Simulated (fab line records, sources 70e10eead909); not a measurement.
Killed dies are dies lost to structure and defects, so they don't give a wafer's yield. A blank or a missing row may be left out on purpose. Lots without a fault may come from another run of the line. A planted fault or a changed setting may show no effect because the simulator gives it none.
Chamber matching | flow nand_harc | NHARC_A_ONON_D1_DEP_33 on pecvd-04: 3 sister chambers
The step deposits SiO2, target thk 200 nm. 3 wafers are shown with their chamber, then 7 later ones without.

WAFERS WITH THEIR CHAMBER
wafer  | chamber | throttle_valve_pct (%)
L086.6 | 0       | 15.9
L092.1 | 1       | 16.7
L092.3 | 2       | 15.3

WAFERS WITHOUT THEIR CHAMBER
wafer  | throttle_valve_pct (%)
L092.4 | 16.3
L095.2 | 16.2
L095.3 | 15.1
L095.6 | 16.3
L097.2 | 15.9
L097.4 | 17.1
L097.6 | 16.1

WHICH CHAMBER EACH WENT THROUGH
wafer  | from the rows above          | in truth
L092.4 | can't be placed: 1 or 0 or 2 | 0
L095.2 | can't be placed: 0 or 1 or 2 | 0
L095.3 | can't be placed: 2 or 0      | 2
L095.6 | can't be placed: 1 or 0 or 2 | 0
L097.2 | can't be placed: 0 or 2      | 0
L097.4 | 1                            | 1
L097.6 | can't be placed: 0 or 1 or 2 | 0
Placed correctly: 1 of 7. Can't be placed from these rows: 6 (the true chamber is among the candidates in 6). Placed wrongly: 0.
How it was worked out, from the rows above alone: a wafer's distance from a chamber is the root of the sum, over the readings, of the square of ((its reading less the chamber's mean) divided by the reading's scatter). The wafer belongs to the nearest chamber; if the next one is less than 2 further off, it can't be placed. A chamber's mean is the mean of its shown wafers. The scatter: with one shown wafer a chamber, the root of the mean of the squares of how far each hidden wafer lies from its nearest shown one.
